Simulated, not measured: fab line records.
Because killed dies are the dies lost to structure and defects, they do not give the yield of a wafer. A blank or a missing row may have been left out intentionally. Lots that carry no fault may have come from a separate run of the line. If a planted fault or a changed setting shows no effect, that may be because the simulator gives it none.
Struck lot and sound lot, side by side    flow n5Finfet    27 steps out of a route of 1938
Sound: these wafers, L281.1, L281.3, L281.6. Wafers struck: L272.2, L272.3, L272.6. The cause comes at the end.
Each step with rows lists, per side, the tool, then ch with its chambers, then its first start. Under that, the readings that differ: sound wafers    struck wafers    difference of the means    sigmas: that difference in standard deviations of wafers without a fault.
alike: same words and numbers on both sides, and readings whose means sit less than 2 such deviations apart. not compared: any withheld reading, any reading some wafer has no value for, any bound like >300 that may hide the same value, and any number with overlapping values for which the record gives no deviation.
The two part at a step that has a row with sigmas, a row that says differs or no value, or rows on one side only. Numbers that have no deviation but don't overlap get no sigmas and don't part them. Lack of a reading on every wafer of one side parts them only where that side has two or more wafers.

first, 10 steps without rows for these wafers: N5_DUMMY_GATE_STRIP_48 (strips in N2/H2, time 20 s); N5_DUMMY_GATE_PRECLEAN_33 (cleans in dHF, time 10 s); N5_DUMMY_GATE_PRECLEAN_25 (cleans in O3/DIW, time 45 s); N5_DUMMY_GATE_PRECLEAN_51 (cleans in SC2, time 45 s); N5_DUMMY_GATE_SRD_26 (time 30 s); N5_DUMMY_GATE_UV_OZONE_45 (time 120 s); N5_SPACER0_ALD_07 (deposits SiNx, target thk 2 nm); N5_SPACER0_ALD_00 (deposits SiOCN, target thk 3.5 nm, pulse time 3 s, purge time 2 s); N5_SPACER0_ALD_08 (deposits SiNx, target thk 2 nm); N5_SD_EPI_N_COAT_32 (time 60 s, resist thk 350 nm).
N5_SD_EPI_N_COAT_33: time 60 s, resist thk 35 nm.
  sound on lithoTrack-05 ch 0, day 8 07:10; struck on lithoTrack-02 ch 0, day 6 01:35
reading                                     sound                 struck                difference  sigmas
spinSpeedRpm (rpm)                          1500.9 1499.4 1500.1  1587.2 1587.0 1588.7  +87.5       +97
model.SiARC_of_SD_EPI_N_COAT_33.thkNm (nm)  35 35 35              34 34 34.2            -1          
  alike: resistLineTempC
then, 7 steps without rows for these wafers: N5_SD_EPI_N_COAT_03 (resist thk 150 nm); N5_SD_EPI_N_EBR_05; N5_SD_EPI_N_SOFTBAKE_04 (time 60 s); N5_SD_EPI_N_EXPOSE_06 (exposes mask SD N BLK, target cd 120 nm); N5_SD_EPI_N_PEB_07 (peb time 60 s); N5_SD_EPI_N_DEVELOP_08 (develop time 30 s); N5_SD_EPI_N_DESCUM_14 (chemistry O2, time 7.9 s).
N5_SD_EPI_N_ETCH_34: etches SiARC in CF4, target depth 45.5 nm, time 75.8 s.
  sound on rieDiel-03 ch 0,2,3, day 8 07:44; struck on rieDiel-04 ch 0,2,3, day 6 01:58
reading                                             sound              struck             difference  sigmas
model.etch.depthNm (nm)                             34.97 35.03 35.03  34.03 34.02 34.17  -0.94       
model.CAR-ArF-block_of_SD_EPI_N_COAT_03.thkNm (nm)  110.8 111 111.2    112.2 112.2 111.8  +1.1        
  alike: drypumpMotorCurrentA, etchRfOnTimeS, oesProductAu, rfVppV, showerheadPlenumPTorr, throttleValvePct
  not compared: rfHoursCounterH
then, 4 steps without rows for these wafers: N5_SD_EPI_N_ETCH_35 (etches SOC in N2/H2, overetch 108 nm, time 486 s); N5_SD_EPI_N_STRIP_36 (strips in N2/H2); N5_SD_EPI_N_ETCHBACK_44 (etches SiNx in CH3F/O2, stops on SiO2, target depth 14.5 nm); N5_SD_EPI_N_ETCH_45 (etches SiOCN in CH3F/O2, target depth 6 nm).
N5_SD_EPI_N_ETCH_16: etches SiO2 in CHF3/O2, target depth 5 nm.
  sound on rieDiel-03 ch 0,2,3, day 8 08:19; struck on rieDiel-04 ch 0,2,3, day 6 02:33
reading                                     sound           struck        difference  sigmas
model.SiARC_of_SD_EPI_N_COAT_33.thkNm (nm)  12.4 12.2 12.6  12 11.4 11.8  -1          
  alike: drypumpMotorCurrentA, oes_o_777_au, oesProductAu, rfVppV, showerheadPlenumPTorr, throttleValvePct
  not compared: rfHoursCounterH
then, 1 step without rows for these wafers: N5_SD_EPI_N_STRIP_47 (strips in CHF3/O2).
-- a jump in the record: the struck wafers' starts before and after are 6 days apart (it breaks off in module SD_EPI_N and resumes in module BEOL_M4, where the first step shown is number 1111 of the route) --
N5_BEOL_M4_RC_MEAS_101:
  sound on prober-02 ch 0, day 14 21:46; struck on prober-02 ch 0, day 12 07:17
reading    sound           struck          difference  sigmas
VT_P (mV)  -246 -245 -246  -253 -254 -250  -7          -2
  alike: DIBL_N, DIBL_P, IOFF_N, IOFF_P, ION_N, ION_P, SS_N, SS_P, VT_N
-- a jump in the record: the struck wafers' starts before and after are 5 days apart (it breaks off in module BEOL_M4 and resumes in module PASSIVATION, where the first step shown is number 1936 of the route) --
N5_PASSIVATION_PROBE_49:
  sound on prober-01, day 19 09:13; struck on prober-01, day 16 21:38
  alike: defectLimitedYield, killed_at_M0_to_M3, killed_at_M4_up, killedAtContacts, killedAtFrontEnd, killedAtOther, killedDies, killedOpen, killedShort, sort_bin_5_function, sort_bin_6_memory, sort_bin_8_speed, sortNPass, sortYieldPct

## WHERE THEY PART
At N5_SD_EPI_N_COAT_33 first; at N5_BEOL_M4_RC_MEAS_101 last (within this record only). Later steps at which nothing parts them and some readings are alike: N5_PASSIVATION_PROBE_49.

WHY: what had been put in by the simulator
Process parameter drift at N5_SD_EPI_N_COAT_33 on lithoTrack-02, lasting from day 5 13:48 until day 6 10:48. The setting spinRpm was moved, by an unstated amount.
